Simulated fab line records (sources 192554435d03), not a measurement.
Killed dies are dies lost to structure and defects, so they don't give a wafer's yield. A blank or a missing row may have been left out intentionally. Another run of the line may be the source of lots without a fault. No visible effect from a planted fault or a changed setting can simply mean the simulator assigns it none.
The tool behind it: which one? || flow n5Finfet || 10 lots, 27 wafers sampled, at 4 steps of a route of 1938

== WHAT THE GAUGES SHOWED, per wafer ==
N5_STI_FIN_REVEAL_FIN_H_MEAS_10.
{"lot": "L358", "measured": "day 2 13:17", "on": "ocd-01", "trenchDepthNm (nm)": "52.0 53.6"}
{"lot": "L360", "measured": "day 3 00:25", "on": "ocd-01", "trenchDepthNm (nm)": "51.6 51.3"}
{"lot": "L363", "measured": "day 3 19:05", "on": "ocd-01", "trenchDepthNm (nm)": "50.7 51.0 52.7"}
{"lot": "L364", "measured": "day 4 00:47", "on": "ocd-02", "trenchDepthNm (nm)": "52.2 51.9 51.8"}
{"lot": "L366", "measured": "day 4 12:37", "on": "ocd-02", "trenchDepthNm (nm)": "50.8 51.5"}
{"lot": "L367", "measured": "day 4 18:50", "on": "ocd-02", "trenchDepthNm (nm)": "51.6 53.0 51.8"}
{"lot": "L370", "measured": "day 5 13:23", "on": "ocd-02", "trenchDepthNm (nm)": "52.0 50.7 52.1"}
{"lot": "L372", "measured": "day 6 01:38", "on": "ocd-02", "trenchDepthNm (nm)": "52.7 51.2 51.5"}
{"lot": "L374", "measured": "day 6 11:44", "on": "ocd-02", "trenchDepthNm (nm)": "57.1 53.0 56.8"}
{"lot": "L377", "measured": "day 7 08:01", "on": "ocd-01", "trenchDepthNm (nm)": "56.9 52.2 56.4"}

== EACH LOT AND THE TOOL THAT RAN IT (in order: tool; ch and the chambers of the sampled wafers; start) ==
{"lot": "L358", "N5_STI_FIN_REVEAL_ALD_14": "aldSin-02 ch 0,2, day 2 04:11", "N5_STI_FIN_REVEAL_STRIP_24": "rieDiel-04 ch 0,1, day 2 09:52", "N5_STI_FIN_REVEAL_RECESS_09": "vaporEtch-01 ch 0,1, day 2 10:05"}
{"lot": "L360", "N5_STI_FIN_REVEAL_ALD_14": "aldSin-01 ch 2,3, day 2 15:38", "N5_STI_FIN_REVEAL_STRIP_24": "rieDiel-06 ch 1,2, day 2 21:15", "N5_STI_FIN_REVEAL_RECESS_09": "vaporEtch-01 ch 0,1, day 2 21:28"}
{"lot": "L363", "N5_STI_FIN_REVEAL_ALD_14": "aldSin-01 ch 2,3, day 3 09:55", "N5_STI_FIN_REVEAL_STRIP_24": "rieDiel-04 ch 0,1,2, day 3 16:11", "N5_STI_FIN_REVEAL_RECESS_09": "vaporEtch-02 ch 0,1, day 3 16:55"}
{"lot": "L364", "N5_STI_FIN_REVEAL_ALD_14": "aldSin-02 ch 0,1,3, day 3 15:35", "N5_STI_FIN_REVEAL_STRIP_24": "rieDiel-06 ch 1,3, day 3 21:52", "N5_STI_FIN_REVEAL_RECESS_09": "vaporEtch-01 ch 0,1, day 3 22:05"}
{"lot": "L366", "N5_STI_FIN_REVEAL_ALD_14": "aldSin-03 ch 1,2, day 4 03:46", "N5_STI_FIN_REVEAL_STRIP_24": "rieDiel-06 ch 1,3, day 4 09:41", "N5_STI_FIN_REVEAL_RECESS_09": "vaporEtch-01 ch 0, day 4 09:55"}
{"lot": "L367", "N5_STI_FIN_REVEAL_ALD_14": "aldSin-03 ch 0,2,3, day 4 10:18", "N5_STI_FIN_REVEAL_STRIP_24": "rieDiel-06 ch 0,1,3, day 4 15:58", "N5_STI_FIN_REVEAL_RECESS_09": "vaporEtch-02 ch 0,1, day 4 16:39"}
{"lot": "L370", "N5_STI_FIN_REVEAL_ALD_14": "aldSin-03 ch 0,2,3, day 5 04:46", "N5_STI_FIN_REVEAL_STRIP_24": "rieDiel-06 ch 0,3, day 5 10:26", "N5_STI_FIN_REVEAL_RECESS_09": "vaporEtch-01 ch 0,1, day 5 10:41"}
{"lot": "L372", "N5_STI_FIN_REVEAL_ALD_14": "aldSin-02 ch 0,1,2, day 5 17:05", "N5_STI_FIN_REVEAL_STRIP_24": "rieDiel-04 ch 0,1,2, day 5 22:43", "N5_STI_FIN_REVEAL_RECESS_09": "vaporEtch-02 ch 0,1, day 5 22:56"}
{"lot": "L374", "N5_STI_FIN_REVEAL_ALD_14": "aldSin-02 ch 0,2,3, day 6 03:10", "N5_STI_FIN_REVEAL_STRIP_24": "rieDiel-04 ch 0,1, day 6 08:49", "N5_STI_FIN_REVEAL_RECESS_09": "vaporEtch-01 ch 0,1, day 6 09:02"}
{"lot": "L377", "N5_STI_FIN_REVEAL_ALD_14": "aldSin-02 ch 0,3, day 6 23:17", "N5_STI_FIN_REVEAL_STRIP_24": "rieDiel-02 ch 2,3, day 7 05:06", "N5_STI_FIN_REVEAL_RECESS_09": "vaporEtch-01 ch 0,1, day 7 05:19"}
- N5_STI_FIN_REVEAL_ALD_14: deposits Si3N4, target thk 3 nm.
- N5_STI_FIN_REVEAL_STRIP_24: strips in N2/H2, time 90 s.
- N5_STI_FIN_REVEAL_RECESS_09: chemistry HF/NH3, target SiO2, afs cycles 11, target depth 42.5 nm, sublimation time 60 s.

== THE ANSWER, worked out from the rows above alone ==
Rule: the lots themselves supply what counts as usual. The widest of any qualifying gaps counts: lots, ordered by their means at a reading, are off when they make up no more than a third of the lots, leave a main group of 4 or more, and stand apart from it by 3 or more times the standard deviation of that group's means. A main group whose means are all the same, to the digits that the tables above print for the reading, isn't used. Also off: a lot with no number at a reading for which 4 or more lots have one. All remaining lots with rows at the step are treated as sound.
Off at N5_STI_FIN_REVEAL_FIN_H_MEAS_10 (trenchDepthNm): L374, L377. For the main group the mean is 51.8 nm and the standard deviation 0.48.
A tool fits if, at a process step before that reading, it ran every lot that is off, and no sound lot after the first of them. The gauges at N5_STI_FIN_REVEAL_FIN_H_MEAS_10 are tried like those tools. This does not decide it: 2 tools fit, namely aldSin-02 at N5_STI_FIN_REVEAL_ALD_14 and vaporEtch-01 at N5_STI_FIN_REVEAL_RECESS_09.

== WHAT HAD BEEN PUT IN BY THE SIMULATOR ==
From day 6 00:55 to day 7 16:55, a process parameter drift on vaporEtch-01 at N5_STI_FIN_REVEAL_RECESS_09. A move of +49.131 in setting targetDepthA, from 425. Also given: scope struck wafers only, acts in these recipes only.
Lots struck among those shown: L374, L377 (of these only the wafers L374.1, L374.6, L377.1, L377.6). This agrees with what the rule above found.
